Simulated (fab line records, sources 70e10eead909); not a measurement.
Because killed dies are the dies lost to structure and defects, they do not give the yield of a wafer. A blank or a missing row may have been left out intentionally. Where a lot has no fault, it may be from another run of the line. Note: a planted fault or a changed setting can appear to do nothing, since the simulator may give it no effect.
2 desks, one fault + flow nand harc + only its own numbers are on each desk; what lay behind them is given at the end

== THE TOOL OWNER'S DESK: pvd sputter-03 ==
The tool's own readings at NHARC_A_M0_PVD_21 (deposits Cu, target thk 30 nm, time 20.49 s): means of the sampled wafers that have a number, for each lot that ran on this tool. Marked OUT: a lot whose mean sits more than 4 standard deviations from the usual mean, which makes it out of limits; the brackets give that distance.
Columns: A = throttle valve pct at NHARC_A_M0_PVD_21, usual 29.3 %
| lot  | first seen here | A    |
|------|-----------------|------|
| L702 | day 24 14:22    | 28.4 |
| L706 | day 26 17:47    | 28.4 |
| L712 | day 28 13:11    | 28.2 |
| L713 | day 29 16:00    | 28.4 |
| L715 | day 29 17:44    | 28.3 |
| L718 | day 32 23:28    | 28.5 |
Result from this desk: across the 6 lots, nothing is out of limits.

== THE METROLOGY DESK ==
What the gauges read, lot by lot, whatever tool the lot ran on: means of the sampled wafers that have a number. Marked OUT: a lot whose mean sits more than 4 standard deviations from the usual mean, which makes it out of limits; the brackets give that distance.
Columns: A = cd nm at NHARC_THIN_TSV_CD_MEAS_37, usual 4999.8 nm
| lot  | first seen here | A      |
|------|-----------------|--------|
| L698 | day 24 16:37    | 4995.1 |
| L697 | day 24 20:14    | 4994.4 |
| L702 | day 25 20:00    | 4996.0 |
| L707 | day 27 13:51    | 5000.6 |
| L705 | day 27 18:25    | 4998.5 |
| L706 | day 28 00:25    | 5001.0 |
| L708 | day 28 14:03    | 5002.3 |
| L711 | day 29 13:02    | 4996.9 |
| L712 | day 29 20:56    | 4998.4 |
| L713 | day 31 00:47    | 5004.6 |
| L715 | day 31 02:09    | 5001.4 |
| L718 | day 34 03:23    | 5001.9 |
| L719 | day 34 05:52    | 4999.7 |
Result from this desk: across the 13 lots, nothing is out of limits.

== ALL TOGETHER ==
Nothing out of limits was seen by the tool owner's desk.
At the metrology desk, nothing out of limits was observed.

== WHAT THE SIMULATOR HAD INSERTED ==
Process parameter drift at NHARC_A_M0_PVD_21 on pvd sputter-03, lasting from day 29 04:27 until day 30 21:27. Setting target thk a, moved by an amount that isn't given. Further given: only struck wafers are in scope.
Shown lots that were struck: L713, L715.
